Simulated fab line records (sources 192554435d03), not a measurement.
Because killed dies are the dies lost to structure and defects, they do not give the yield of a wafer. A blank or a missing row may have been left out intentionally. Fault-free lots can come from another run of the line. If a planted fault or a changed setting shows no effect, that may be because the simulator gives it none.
fab line records | flow n5Finfet
[record] lots = 5 | wafers = 15 | lastDay = 17
route steps=1938 shown BEOL_M4@1099 BEOL_M5@1112 BEOL_M15@1824 PASSIVATION@1936
lots that met no fault: taken from a fault-free run of the same line
startH: the number of hours between the record's first day and the start of the first shown wafer of the lot | waitH: hours elapsed since this lot's preceding step | " as in the row above | L1.1+2: a single row standing in for several wafers | - no value, or no start was given | * or withheld: withheld | < > ~ a bound
route shown NAME@n: names a module that has steps shown in the file, with the first one's number in the route | usual: mean/standard deviation taken from wafers without a fault | same: alike in all rows | chamber/n: place in a boat | sites: readings site by site | _std_site: how widely they spread, as a standard deviation | _edge_site: mean of outer sites minus mean of inner sites | radiusMm: how far each site lies from the wafer's centre | mask NAME#n: copy n | behind: the last tool/chamber to shape the wafer | hold: reason for holding the lot/hours on hold/outcome of the hold | device: the transistor (n, p or np) that didn't switch | end of line: tests run on the same wafers once the route is complete | for a step that has no rows: nothing shown but its recipe | killed: count of dies lost to structure and defects at first sort (not the wafer's yield) | map: shows each die of a wafer: x if killed, . if not, _ if none is there
set.NAME: setting as actually run; set.NAME@STEP: the setting as run at that earlier step | model.NAME: the simulator's own value behind a step, which no gauge read
lots seen at some steps along the route; tables by step, rows by wafer
services: when a tool's chamber went out of use (startH, in hours from the record's first day, below 0 if earlier), for how many hours, and the reason
[[steps]]
[step N5_BEOL_M4_ANNEAL_95]
[recipe] tempC = 400 | timeS = 240 | ambient = vacuum
[step N5_BEOL_M4_SPUTTER_96]
[recipe] material = Cu | targetThkA = 45 | tempC = -20 | chamberPressurePa = 0.07 | powerW = withheld | timeS = 8.29
[step N5_BEOL_M4_ECD_50]
[recipe] material = Cu | targetThkA = 3000
[step N5_BEOL_M4_ANNEAL_51]
[recipe] tempC = 225 | timeS = 90 | ambient = N2
[step N5_BEOL_M4_CMP_52]
[recipe] stopOn = SiOC | tOverpolishS = 6.8 | downForcePsi = 1 | platenRpm = 50 | clearingPlatenDownForcePsi = 1.5 | clearingPlatenRpm = 50 | postCmpClean = cuAlkaline | targetThkNm = 40 | clearingPlatenPadVelocityMS = 0.99484 | padVelocityMS = 0.99484
[step N5_BEOL_M4_PRE_CLEAN_60]
[recipe] gas = NH3/H2 | timeS = 15 | tempC = * | rfPowerW = 300
[step N5_BEOL_M4_CO_CAP_55]
[recipe] material = Co | targetThkA = 20 | tempC = 200 | precursor = CCTBA/H2 | pressureTorr = 30 | timeS = 102.1
[step N5_BEOL_M4_PRE_CLEAN_56]
[recipe] gas = NH3 | timeS = 15 | tempC = withheld | rfPowerW = 300
[step N5_BEOL_M4_DEP_57]
[recipe] material = SiCN | targetThkA = 80 | tempC = withheld | precursor = 3MS/NH3 | pressureTorr = 3 | rfW = 202 | timeS = 14
[step N5_BEOL_M4_RC_MEAS_101]
[usual] DIBL_N = 35.6/1.7 | DIBL_P = 35.0/2 | IOFF_N = 0.148/0.027 | IOFF_P = 0.19/0.032 | ION_N = 671/14 | ION_P = 460/9.1 | SS_N = 71.3/0.62 | SS_P = 73.0/0.64 | VT_N = 251/3.2 | VT_P = -251.5/2.9
lot.wafer | tool      | chamber | startH | waitH | DIBL_N[mV/V] | DIBL_P[mV/V] | IOFF_N[nA/um] | IOFF_P[nA/um] | ION_N[uA/um] | ION_P[uA/um] | SS_N[mV/dec] | SS_P[mV/dec] | VT_N[mV] | VT_P[mV]
L213.2    | prober-01 | 0       | 212.35 | 0.2   | 36.7         | 37.2         | 0.173         | 0.21          | 669          | 452          | 72.2         | 72.7         | 248      | -249.5
L213.3    | "         | 0       | "      | "     | 36.1         | 36.4         | 0.160         | 0.19          | 680          | 456          | 71.6         | 73.5         | 251      | -251.6
L213.6    | "         | 0       | "      | "     | 35.5         | 35.1         | 0.144         | 0.18          | 651          | 444          | 71.6         | 73.2         | 254      | -254.2
L218.1    | prober-01 | 0       | 249.86 | 1.0   | 33.5         | 33.4         | 0.124         | 0.18          | 666          | 460          | 70.4         | 73.4         | 253      | -251.3
L218.4    | "         | 0       | "      | "     | 34.1         | 34.2         | 0.128         | 0.18          | 659          | 455          | 71.2         | 72.1         | 252      | -254.5
L218.6    | "         | 0       | "      | "     | 33.2         | 33.1         | 0.118         | 0.17          | 671          | 466          | 70.4         | 72.1         | 252      | -253.6
L221.4    | prober-02 | 0       | 277.38 | 0.5   | 38.5         | 37.0         | 0.162         | 0.19          | 658          | 448          | 71.8         | 73.5         | 253      | -254.6
L221.5    | "         | 0       | "      | "     | 37.3         | 34.4         | 0.136         | 0.17          | 655          | 447          | 71.3         | 73.3         | 257      | -256.0
L221.6    | "         | 0       | "      | "     | 39.0         | 37.9         | 0.167         | 0.21          | 673          | 460          | 71.2         | 74.2         | 253      | -251.9
L222.2    | prober-01 | 0       | 280.30 | 0.2   | 33.1         | 30.9         | 0.110         | 0.16          | 655          | 448          | 70.5         | 72.6         | 255      | -255.2
L222.4    | "         | 0       | "      | "     | 37.2         | 35.9         | 0.177         | 0.23          | 674          | 458          | 72.4         | 73.5         | 250      | -248.7
L222.6    | "         | 0       | "      | "     | 35.7         | 34.2         | 0.147         | 0.20          | 670          | 459          | 71.4         | 73.9         | 252      | -252.3
L225.1    | prober-01 | 0       | 296.51 | 0.0   | 36.1         | 35.4         | 0.141         | 0.18          | 672          | 458          | 70.8         | 72.8         | 252      | -252.9
L225.3    | "         | 0       | "      | "     | 36.5         | 36.2         | 0.153         | 0.19          | 670          | 457          | 70.9         | 72.4         | 251      | -250.3
L225.5    | "         | 0       | "      | "     | 37.2         | 36.2         | 0.154         | 0.18          | 670          | 452          | 71.8         | 73.2         | 252      | -253.0
[step N5_BEOL_M5_ILD_DEP_00]
[recipe] material = SiCOH_lowk | targetThkA = 1406.4 | tempC = 300 | precursor = DEMS/porogen | pressureTorr = 5 | rfW = 500 | timeS = 25.9
[step N5_BEOL_M5_CURE_79]
[recipe] tempC = 385 | timeS = 240 | ambient = He/Ar | material = SiCOH_lowk
[step N5_BEOL_M5_PECVD_70]
[recipe] material = SiO2 | targetThkA = 160 | tempC = 400 | precursor = TEOS/O2 | pressureTorr = 5.5 | rfW = 450 | teosFlowSccm = 53.8 | gas = O2 | flowSccm = 3000 | timeS = 18
[step N5_BEOL_M5_HM_DEP_02]
[recipe] material = TiN | targetThkA = 200 | tempC = 25 | chamberPressurePa = 0.49996
[step N5_BEOL_M5_COAT_59]
[recipe] resist = SOC | tempC = 250 | timeS = 60 | spinRpm = 1500 | resistThkNm = 60
[step N5_BEOL_M5_COAT_60]
[recipe] resist = SiARC | tempC = 220 | timeS = 60 | spinRpm = 1500 | resistThkNm = 12
[step N5_BEOL_M5_COAT_71]
[recipe] resist = underlayer | tempC = 205 | timeS = 60 | spinRpm = 1500 | resistThkNm = 5
[step N5_BEOL_M5_COAT_05]
[recipe] resist = CAR-EUV | spinRpm = 1500 | resistThkNm = 30
[step N5_BEOL_M5_EBR_07]
[recipe] solvent = PGMEA | ebrWidthMm = 1.5
[step N5_BEOL_M5_SOFTBAKE_06]
[recipe] tempC = 110 | timeS = 60 | resist = CAR-EUV
[step N5_BEOL_M5_EXPOSE_08]
[recipe] maskId = M5 | na = 0.33 | sourceShape = annular | sigmaInner = 0.4 | sigmaOuter = 0.8 | polarization = unpolarized | targetCdNm = 28 | doseMj = 35.75
[step N5_BEOL_M5_PEB_09]
[recipe] pebTempC = 100 | pebTimeS = 60 | resist = CAR-EUV
[step N5_BEOL_M5_DEVELOP_10]
[recipe] developTimeS = 30 | developer = TMAH | resist = CAR-EUV | rinseLiquid = surfactantRinse | dry = airSpin | devTempC = 23
[step N5_BEOL_M5_DESCUM_16]
[recipe] chemistry = O2 | timeS = 7 | sourcePowerW = 50 | biasPowerW = 20 | pressureMtorr = 20 | rfFrequencyHz = 2.712e+07 | tempC = 40 | resist = CAR-EUV | o2FlowSccm = 225
[step N5_BEOL_M5_ETCH_72]
[recipe] chemistry = N2/H2 | target = underlayer | targetDepthA = 65 | maskMaterial = CAR-EUV | timeS = 5.2 | ionEnergyEv = 200 | pressureMtorr = 30 | sourceW = 840 | biasW = 150 | n2FlowSccm = 200 | h2FlowSccm = 200 | ends = cleared
[step N5_BEOL_M5_ETCH_61]
[recipe] chemistry = CF4 | target = SiARC | targetDepthA = 156 | maskMaterial = CAR-EUV | timeS = 26 | ionEnergyEv = 80 | pressureMtorr = 40 | sourceW = 545 | biasW = 36 | Ar_flow_sccm = 100 | cf4FlowSccm = 100 | ends = cleared
[step N5_BEOL_M5_ETCH_62]
[recipe] chemistry = N2/H2 | target = SOC | targetDepthA = 750 | overetchA = 150 | maskMaterial = SiARC | tempC = 40 | timeS = 112.5 | ionEnergyEv = 200 | pressureMtorr = 30 | sourceW = 840 | biasW = 150 | n2FlowSccm = 200 | h2FlowSccm = 200
[step N5_BEOL_M5_STRIP_63]
[recipe] chemistry = N2/H2 | tempC = 40 | n2FlowSccm = 200 | h2FlowSccm = 200 | rfFrequencyHz = 6e+07
[step N5_BEOL_M5_STRIP_73]
[recipe] chemistry = N2/H2 | tempC = 40 | n2FlowSccm = 200 | h2FlowSccm = 200 | rfFrequencyHz = 6e+07
[step N5_BEOL_M5_STRIP_64]
[recipe] chemistry = CF4 | resist = SiARC | powerW = 300 | biasPowerW = 75 | pressureMtorr = 50 | cf4FlowSccm = 150 | rfFrequencyHz = 6e+07
[step N5_BEOL_M5_HM_OPEN_17]
[recipe] chemistry = Cl2/BCl3 | targetDepthA = 200 | overetchA = 60 | target = TiN | maskMaterial = SOC | ionEnergyEv = 150 | pressureMtorr = 10 | icpW = 1000 | biasW = 126 | Cl2_flow_sccm = 53.25 | bcl3FlowSccm = 21.75 | Ar_flow_sccm = 25
[step N5_BEOL_M5_STRIP_19]
[recipe] chemistry = O2 | powerW = 400 | tempC = 40 | pressureMtorr = 30 | rfFrequencyHz = 6e+07 | biasPowerW = 0 | overashFraction = 0.2 | o2FlowSccm = 225
[step N5_BEOL_M5_COAT_65]
[recipe] resist = SOC | tempC = 250 | timeS = 60 | spinRpm = 1500 | resistThkNm = 60
[step N5_BEOL_M5_COAT_66]
[recipe] resist = SiARC | tempC = 220 | timeS = 60 | spinRpm = 1500 | resistThkNm = 12
[step N5_BEOL_M15_CMP_49]
[recipe] stopOn = SiO2 | tOverpolishS = 4.9 | downForcePsi = 2 | platenRpm = 80 | clearingPlatenDownForcePsi = 2 | clearingPlatenRpm = 80 | postCmpClean = cuAlkaline | targetThkNm = 850 | clearingPlatenPadVelocityMS = 1.5917 | padVelocityMS = 1.5917
[usual] barrierFieldEndpointS = 11.21/0.25 | motorCurrentA = 8.2/0.77 | overpolishRunS = 4.900/0.0092
lot.wafer | tool   | chamber | startH | waitH | barrierFieldEndpointS | motorCurrentA | overpolishRunS
L213.3    | cmp-02 | 1       | 329.36 | 0.2   | 11.22                 | 7.2           | 4.905
L213.2    | "      | 0       | "      | "     | 11.25                 | 8.4           | 4.895
L213.6    | "      | 2       | "      | "     | 11.40                 | 8.2           | 4.915
L218.4    | cmp-02 | 3       | 351.98 | 0.2   | 11.20                 | 7.6           | 4.904
L218.1    | "      | 0       | "      | "     | 22.81                 | 8.3           | 3.192
L218.6    | "      | 2       | "      | "     | 11.32                 | 8.5           | 4.919
L222.4    | cmp-02 | 1       | 371.12 | 0.1   | 11.15                 | 7.2           | 4.901
L222.2    | "      | 0       | "      | "     | 22.87                 | 7.8           | 3.118
L222.6    | "      | 1       | "      | "     | 11.21                 | 7.2           | 4.906
L221.4    | cmp-02 | 2       | 371.99 | 0.2   | 11.05                 | 8.4           | 4.892
L221.6    | "      | 3       | "      | "     | 10.79                 | 8.4           | 4.913
L221.5    | "      | 0       | "      | "     | 21.64                 | 8.7           | 4.344
L225.3    | cmp-03 | 2       | 392.85 | 0.2   | 11.25                 | 8.0           | 4.889
L225.1    | "      | 1       | "      | "     | 11.48                 | 9.3           | 4.916
L225.5    | "      | 2       | "      | "     | 11.21                 | 8.3           | 4.898
[step N5_BEOL_M15_THK_MEAS_50]
[recipe] thkMeasGauge = xrf | reads = Cu_of_BEOL_M15_ECD_47
[usual] M15_THK = 836/19
lot.wafer | tool         | chamber | startH | waitH | M15_THK[nm]
L213.2    | filmMetro-02 | -       | 329.66 | -     | 842
L213.3    | "            | -       | "      | "     | 837
L213.6    | "            | -       | "      | "     | 844
L218.1    | filmMetro-01 | -       | 352.20 | -     | 1548
L218.4    | "            | -       | "      | "     | 782
L218.6    | "            | -       | "      | "     | 809
L222.2    | filmMetro-02 | -       | 371.42 | -     | 1645
L222.4    | "            | -       | "      | "     | 827
L222.6    | "            | -       | "      | "     | 821
L221.4    | filmMetro-02 | -       | 372.18 | -     | 838
L221.5    | "            | -       | "      | "     | 1529
L221.6    | "            | -       | "      | "     | 856
L225.1    | filmMetro-02 | -       | 393.15 | -     | 839
L225.3    | "            | -       | "      | "     | 843
L225.5    | "            | -       | "      | "     | 851
[step N5_BEOL_M15_INSPECT_55]
[recipe] inspectInstrument = darkfield | mode = postDep
[usual] rawDefectCount = 80/30
lot.wafer | tool             | chamber | startH | waitH | rawDefectCount
L213.2    | defectInspect-01 | -       | 329.82 | 0.0   | 61
L213.3    | "                | -       | "      | "     | 76
L213.6    | "                | -       | "      | "     | 44
L218.1    | defectInspect-02 | -       | 352.35 | 0.0   | 6356
L218.4    | "                | -       | "      | "     | 78
L218.6    | "                | -       | "      | "     | 67
L222.2    | defectInspect-02 | -       | 371.57 | 0.0   | 6450
L222.4    | "                | -       | "      | "     | 97
L222.6    | "                | -       | "      | "     | 100
L221.4    | defectInspect-01 | -       | 372.33 | 0.0   | 68
L221.5    | "                | -       | "      | "     | 6305
L221.6    | "                | -       | "      | "     | 84
L225.1    | defectInspect-01 | -       | 393.30 | 0.0   | 70
L225.3    | "                | -       | "      | "     | 98
L225.5    | "                | -       | "      | "     | 105
[step N5_PASSIVATION_PROBE_49]
[usual] defectLimitedYield = 91.2/1.6 | killed_at_M0_to_M3 = 35/11 | killed_at_M4_up = 14/5.4 | killedAtContacts = 13/6 | killedAtFrontEnd = 38/11 | killedAtOther = 3.4/2.6 | killedDies = 104/19 | killedOnRim = 13/3.9 | killedOpen = 68/13 | killedShort = 34/8.5 | sort_bin_5_function = 5.1/1 | sort_bin_6_memory = 3.3/0.72 | sortNPass = 1075/22 | sortYieldPct = 91.1/1.9
[same] grossDies = 1180 | killedAtBackSide = 0 | sort_bin_4_leakage[%] = 0 | sort_bin_8_speed[%] = 0
lot.wafer | tool      | chamber | startH | waitH | defectLimitedYield[%] | killed_at_M0_to_M3 | killed_at_M4_up | killedAtContacts | killedAtFrontEnd | killedAtOther | killedDies | killedOnRim | killedOpen | killedShort | sort_bin_5_function[%] | sort_bin_6_memory[%] | sortNPass | sortYieldPct[%]
L213.2    | prober-02 | -       | 346.44 | 0.1   | 90.2                  | 32                 | 13              | 13               | 50               | 8             | 116        | 14          | 64         | 52          | 5.9                    | 3.5                  | 1064      | 90.2
L213.3    | prober-02 | -       | 346.49 | 0.1   | 90.9                  | 33                 | 17              | 13               | 35               | 9             | 107        | 7           | 67         | 40          | 4.7                    | 4.0                  | 1073      | 90.9
L213.6    | prober-02 | -       | 346.64 | 0.3   | 89.4                  | 26                 | 15              | 22               | 55               | 7             | 125        | 11          | 69         | 49          | 6.4                    | 3.4                  | 1055      | 89.4
L218.1    | prober-01 | -       | 367.12 | 0.0   | 0                     | 40                 | 1060            | 23               | 54               | 3             | 1180       | 152         | 107        | 30          | 8.1                    | 3.4                  | 0         | 0
L218.4    | prober-01 | -       | 367.27 | 0.2   | 92.2                  | 38                 | 10              | 14               | 28               | 2             | 92         | 8           | 61         | 31          | 4.7                    | 2.7                  | 1088      | 92.2
L218.6    | prober-01 | -       | 367.37 | 0.3   | 88.5                  | 51                 | 18              | 21               | 43               | 3             | 136        | 15          | 95         | 41          | 6.3                    | 5.1                  | 1044      | 88.5
L222.2    | prober-02 | -       | 389.43 | 0.1   | 0                     | 17                 | 1116            | 16               | 28               | 3             | 1180       | 152         | 53         | 27          | 4.0                    | 2.9                  | 0         | 0
L222.4    | prober-02 | -       | 389.53 | 0.2   | 90.8                  | 37                 | 17              | 15               | 33               | 6             | 108        | 17          | 69         | 37          | 5.4                    | 3.5                  | 1072      | 90.8
L222.6    | prober-02 | -       | 389.63 | 0.3   | 91.2                  | 29                 | 12              | 15               | 44               | 4             | 104        | 14          | 78         | 24          | 5.8                    | 2.6                  | 1076      | 91.2
L221.4    | prober-01 | -       | 393.20 | 0.2   | 93.4                  | 19                 | 9               | 16               | 32               | 2             | 78         | 10          | 51         | 25          | 4.3                    | 2.0                  | 1102      | 93.4
L221.5    | prober-01 | -       | 393.25 | 0.2   | 0                     | 29                 | 1108            | 14               | 29               | 0             | 1180       | 152         | 60         | 23          | 4.2                    | 3.1                  | 0         | 0
L221.6    | prober-01 | -       | 393.30 | 0.3   | 91.0                  | 33                 | 12              | 12               | 46               | 3             | 106        | 5           | 63         | 27          | 4.4                    | 3.1                  | 1074      | 91.0
L225.1    | prober-02 | -       | 408.28 | 0.0   | 92.6                  | 40                 | 3               | 12               | 28               | 4             | 87         | 8           | 61         | 26          | 3.8                    | 3.1                  | 1093      | 92.6
L225.3    | prober-02 | -       | 408.38 | 0.1   | 91.0                  | 26                 | 13              | 22               | 42               | 3             | 106        | 12          | 70         | 36          | 4.8                    | 3.7                  | 1074      | 91.0
L225.5    | prober-02 | -       | 408.48 | 0.2   | 91.6                  | 34                 | 5               | 10               | 48               | 2             | 99         | 9           | 68         | 31          | 4.7                    | 3.4                  | 1081      | 91.6
// killed by level:class
L213.2 FIN_SAQP:geometricParticle:short=24 MOL_CONTACT_COAG:geometricParticle:open=13 BEOL_M0_SAQP:geometricParticle:short=12 FIN_SAQP:geometricParticle:open=8 BEOL_M4:geometricParticle:open=7 BEOL_M1:geometricParticle:open=7 BEOL_M0:geometricParticle:open=5 BEOL_M0_SAQP:geometricParticle:open=4
L213.3 FIN_SAQP:geometricParticle:short=10 MOL_CONTACT_COAG:geometricParticle:open=10 BEOL_M4:geometricParticle:open=8 BEOL_M3:geometricParticle:open=7 BEOL_M0:geometricParticle:open=5 BEOL_M2:geometricParticle:open=5 BEOL_M1:geometricParticle:open=5 STARTING-WAFER:geometricParticle:short=5
L213.6 FIN_SAQP:geometricParticle:short=19 MOL_CONTACT_COAG:geometricParticle:open=15 FIN_SAQP:geometricParticle:open=10 BEOL_M4:geometricParticle:open=8 MOL_CONTACT_COAG:geometricParticle:short=7 STI_FIN_REVEAL:geometricParticle:open=7 HKMG_FIN:areaEtch=7 BEOL_M2:geometricParticle:open=6
L218.1 BEOL_M15:areaCmp=1043 MOL_CONTACT_COAG:geometricParticle:open=20 FIN_SAQP:geometricParticle:open=17 STI_FIN_REVEAL:geometricParticle:open=17 BEOL_M0_SAQP:geometricParticle:short=12 BEOL_M0_SAQP:geometricParticle:open=9 BEOL_M4:geometricParticle:open=8 BEOL_M3:geometricParticle:open=8
L218.4 BEOL_M0_SAQP:geometricParticle:open=10 MOL_CONTACT_COAG:geometricParticle:open=9 BEOL_M3:geometricParticle:open=8 BEOL_M1:geometricParticle:open=7 BEOL_M0_SAQP:geometricParticle:short=5 GATE_CUT:geometricParticle:short=5 MOL_CONTACT_COAG:geometricParticle:short=5 FIN_SAQP:geometricParticle:short=4
L218.6 MOL_CONTACT_COAG:geometricParticle:open=18 FIN_SAQP:geometricParticle:open=16 BEOL_M0_SAQP:geometricParticle:open=13 BEOL_M3:geometricParticle:open=13 STI_FIN_REVEAL:geometricParticle:open=10 BEOL_M0_SAQP:geometricParticle:short=10 BEOL_M4:geometricParticle:open=7 BEOL_M1:geometricParticle:short=6
L222.2 BEOL_M15:areaCmp=1098 MOL_CONTACT_COAG:geometricParticle:open=13 BEOL_M4:geometricParticle:open=8 STI_FIN_REVEAL:geometricParticle:open=5 BEOL_M0_SAQP:geometricParticle:short=5 DUMMY_GATE:geometricParticle:open=4 BEOL_M0_SAQP:geometricParticle:open=4 BEOL_M2:geometricParticle:open=4
L222.4 MOL_CONTACT_COAG:geometricParticle:open=13 BEOL_M3:geometricParticle:open=10 BEOL_M0_SAQP:geometricParticle:short=9 BEOL_M1:geometricParticle:open=7 FIN_SAQP:geometricParticle:short=5 GATE_CUT:geometricParticle:short=5 BEOL_M4:geometricParticle:open=5 FIN_SAQP:geometricParticle:open=4
L222.6 FIN_SAQP:geometricParticle:open=14 MOL_CONTACT_COAG:geometricParticle:open=11 BEOL_M2:geometricParticle:open=8 BEOL_M3:geometricParticle:open=8 BEOL_M1:geometricParticle:open=7 STARTING-WAFER:geometricParticle:open=6 DUMMY_GATE:geometricParticle:open=4 MOL_CONTACT_COAG:geometricParticle:short=4
L221.4 MOL_CONTACT_COAG:geometricParticle:open=11 FIN_SAQP:geometricParticle:open=7 BEOL_M4:geometricParticle:open=6 MOL_CONTACT_COAG:geometricParticle:short=5 BEOL_M3:geometricParticle:open=5 STI_FIN_REVEAL:geometricParticle:open=4 STARTING-WAFER:geometricParticle:short=4 GATE_CUT:geometricParticle:short=3
L221.5 BEOL_M15:areaCmp=1093 MOL_CONTACT_COAG:geometricParticle:open=13 BEOL_M0_SAQP:geometricParticle:short=8 BEOL_M4:geometricParticle:open=8 BEOL_M0_SAQP:geometricParticle:open=6 BEOL_M1:geometricParticle:open=6 DUMMY_GATE:geometricParticle:open=5 BEOL_M3:geometricParticle:open=5
L221.6 HKMG_FIN:areaEtch=16 MOL_CONTACT_COAG:geometricParticle:open=11 BEOL_M0_SAQP:geometricParticle:open=9 FIN_SAQP:geometricParticle:short=7 BEOL_M1:geometricParticle:open=6 STI_FIN_REVEAL:geometricParticle:open=6 BEOL_M4:geometricParticle:open=6 BEOL_M2:geometricParticle:open=4
L225.1 STI_FIN_REVEAL:geometricParticle:open=11 BEOL_M3:geometricParticle:open=11 MOL_CONTACT_COAG:geometricParticle:open=9 BEOL_M0_SAQP:geometricParticle:short=9 BEOL_M0_SAQP:geometricParticle:open=8 ILD0:geometricParticle:open=4 MOL_CONTACT_COAG:geometricParticle:short=3 BEOL_M1:geometricParticle:open=3
L225.3 MOL_CONTACT_COAG:geometricParticle:open=14 FIN_SAQP:geometricParticle:open=13 BEOL_M2:geometricParticle:open=10 MOL_CONTACT_COAG:geometricParticle:short=8 FIN_SAQP:geometricParticle:short=7 STI_FIN_REVEAL:geometricParticle:open=6 BEOL_M4:geometricParticle:open=4 STARTING-WAFER:geometricParticle:open=4
L225.5 BEOL_M2:geometricParticle:open=15 STI_FIN_REVEAL:geometricParticle:open=13 GATE_CUT:geometricParticle:short=7 MOL_CONTACT_COAG:geometricParticle:open=7 FIN_SAQP:geometricParticle:open=5 BEOL_M0_SAQP:geometricParticle:open=5 FIN_SAQP:geometricParticle:short=4 STI_FIN_REVEAL:geometricParticle:short=4
// map L218.1 (x killed, . not)
_________________xxxxxxxxxxxx________________
______________xxxxxxxxxxxxxxxxxx_____________
___________xxxxxxxxxxxxxxxxxxxxxxxx__________
__________xxxxxxxxxxxxxxxxxxxxxxxxxx_________
________xxxxxxxxxxxxxxxxxxxxxxxxxxxxxx_______
_______xxxxxxxxxxxxxxxxxxxxxxxxxxxxxxxx______
______xxxxxxxxxxxxxxxxxxxxxxxxxxxxxxxxxx_____
_____xxxxxxxxxxxxxxxxxxxxxxxxxxxxxxxxxxxx____
____xxxxxxxxxxxxxxxxxxxxxxxxxxxxxxxxxxxxxx___
___xxxxxxxxxxxxxxxxxxxxxxxxxxxxxxxxxxxxxxxx__
___xxxxxxxxxxxxxxxxxxxxxxxxxxxxxxxxxxxxxxxx__
__xxxxxxxxxxxxxxxxxxxxxxxxxxxxxxxxxxxxxxxxxx_
__xxxxxxxxxxxxxxxxxxxxxxxxxxxxxxxxxxxxxxxxxx_
_xxxxxxxxxxxxxxxxxxxxxxxxxxxxxxxxxxxxxxxxxxxx
_xxxxxxxxxxxxxxxxxxxxxxxxxxxxxxxxxxxxxxxxxxxx
_xxxxxxxxxxxxxxxxxxxxxxxxxxxxxxxxxxxxxxxxxxxx
_xxxxxxxxxxxxxxxxxxxxxxxxxxxxxxxxxxxxxxxxxxxx
_xxxxxxxxxxxxxxxxxxxxxxxxxxxxxxxxxxxxxxxxxxxx
_xxxxxxxxxxxxxxxxxxxxxxxxxxxxxxxxxxxxxxxxxxxx
_xxxxxxxxxxxxxxxxxxxxxxxxxxxxxxxxxxxxxxxxxxxx
_xxxxxxxxxxxxxxxxxxxxxxxxxxxxxxxxxxxxxxxxxxxx
__xxxxxxxxxxxxxxxxxxxxxxxxxxxxxxxxxxxxxxxxxx_
__xxxxxxxxxxxxxxxxxxxxxxxxxxxxxxxxxxxxxxxxxx_
___xxxxxxxxxxxxxxxxxxxxxxxxxxxxxxxxxxxxxxxx__
___xxxxxxxxxxxxxxxxxxxxxxxxxxxxxxxxxxxxxxxx__
____xxxxxxxxxxxxxxxxxxxxxxxxxxxxxxxxxxxxxx___
_____xxxxxxxxxxxxxxxxxxxxxxxxxxxxxxxxxxxx____
______xxxxxxxxxxxxxxxxxxxxxxxxxxxxxxxxxx_____
_______xxxxxxxxxxxxxxxxxxxxxxxxxxxxxxxx______
________xxxxxxxxxxxxxxxxxxxxxxxxxxxxxx_______
__________xxxxxxxxxxxxxxxxxxxxxxxxxx_________
___________xxxxxxxxxxxxxxxxxxxxxxxx__________
______________xxxxxxxxxxxxxxxxxx_____________
_________________xxxxxxxxxxxx________________
// map L221.5 (x killed, . not)
_________________xxxxxxxxxxxx________________
______________xxxxxxxxxxxxxxxxxx_____________
___________xxxxxxxxxxxxxxxxxxxxxxxx__________
__________xxxxxxxxxxxxxxxxxxxxxxxxxx_________
________xxxxxxxxxxxxxxxxxxxxxxxxxxxxxx_______
_______xxxxxxxxxxxxxxxxxxxxxxxxxxxxxxxx______
______xxxxxxxxxxxxxxxxxxxxxxxxxxxxxxxxxx_____
_____xxxxxxxxxxxxxxxxxxxxxxxxxxxxxxxxxxxx____
____xxxxxxxxxxxxxxxxxxxxxxxxxxxxxxxxxxxxxx___
___xxxxxxxxxxxxxxxxxxxxxxxxxxxxxxxxxxxxxxxx__
___xxxxxxxxxxxxxxxxxxxxxxxxxxxxxxxxxxxxxxxx__
__xxxxxxxxxxxxxxxxxxxxxxxxxxxxxxxxxxxxxxxxxx_
__xxxxxxxxxxxxxxxxxxxxxxxxxxxxxxxxxxxxxxxxxx_
_xxxxxxxxxxxxxxxxxxxxxxxxxxxxxxxxxxxxxxxxxxxx
_xxxxxxxxxxxxxxxxxxxxxxxxxxxxxxxxxxxxxxxxxxxx
_xxxxxxxxxxxxxxxxxxxxxxxxxxxxxxxxxxxxxxxxxxxx
_xxxxxxxxxxxxxxxxxxxxxxxxxxxxxxxxxxxxxxxxxxxx
_xxxxxxxxxxxxxxxxxxxxxxxxxxxxxxxxxxxxxxxxxxxx
_xxxxxxxxxxxxxxxxxxxxxxxxxxxxxxxxxxxxxxxxxxxx
_xxxxxxxxxxxxxxxxxxxxxxxxxxxxxxxxxxxxxxxxxxxx
_xxxxxxxxxxxxxxxxxxxxxxxxxxxxxxxxxxxxxxxxxxxx
__xxxxxxxxxxxxxxxxxxxxxxxxxxxxxxxxxxxxxxxxxx_
__xxxxxxxxxxxxxxxxxxxxxxxxxxxxxxxxxxxxxxxxxx_
___xxxxxxxxxxxxxxxxxxxxxxxxxxxxxxxxxxxxxxxx__
___xxxxxxxxxxxxxxxxxxxxxxxxxxxxxxxxxxxxxxxx__
____xxxxxxxxxxxxxxxxxxxxxxxxxxxxxxxxxxxxxx___
_____xxxxxxxxxxxxxxxxxxxxxxxxxxxxxxxxxxxx____
______xxxxxxxxxxxxxxxxxxxxxxxxxxxxxxxxxx_____
_______xxxxxxxxxxxxxxxxxxxxxxxxxxxxxxxx______
________xxxxxxxxxxxxxxxxxxxxxxxxxxxxxx_______
__________xxxxxxxxxxxxxxxxxxxxxxxxxx_________
___________xxxxxxxxxxxxxxxxxxxxxxxx__________
______________xxxxxxxxxxxxxxxxxx_____________
_________________xxxxxxxxxxxx________________
[[services]]
tool   | chamber | startH | hours | kind
cmp-02 | -       | 338.94 | 2.4   | repair
cmp-02 | -       | 346.39 | 0.6   | repair
cmp-02 | -       | 355.98 | 1.0   | repair
[[key]]
[firstSign] step = N5_BEOL_M15_CMP_49 | reading = overpolishRunS | direction = down | sigmas = 99+ | usual = 4.900 | struck = 3.551
[effect] step = N5_BEOL_M15_CMP_49 | reading = barrierFieldEndpointS | direction = up | sigmas = 45 | usual = 11.21 | struck = 22.44
[effect] step = N5_BEOL_M15_THK_MEAS_50 | reading = M15_THK | direction = up | sigmas = 39 | usual = 836 | struck = 1574
[effect] step = N5_BEOL_M15_INSPECT_55 | reading = rawDefectCount | direction = up | sigmas = 99+ | usual = 80 | struck = 6370
[effect] step = N5_PASSIVATION_PROBE_49 | reading = killed_at_M4_up | direction = up | sigmas = 99+ | usual = 14 | struck = 1095
[moreKillsBornAt] N5_BEOL_M15_CMP_49@cmp-02 = 3234
metAt N5_BEOL_M15_CMP_49
struckWafers L218.1,L221.5,L222.2
laterRowsLeftOut L218.1,L221.5,L222.2
[baselineLoss] step = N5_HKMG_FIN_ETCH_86 | wafers = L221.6
onsetBetween 329.36 351.98
[fault] kind = processParameterDrift | tool = cmp-02 | chamber = 0 | onsetH = 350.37 | steps = N5_BEOL_M15_CMP_49 | channel = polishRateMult | offset = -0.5 | shape = step | endH = 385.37
// laterRowsLeftOut: the simulator's readings of these wafers behind a module that went badly wrong aren't trusted and aren't shown, but for the sort
// baselineLoss: these wafers lose ten dies or more at that step, a loss of the line's own and not of a fault; the sort's usual values leave them out
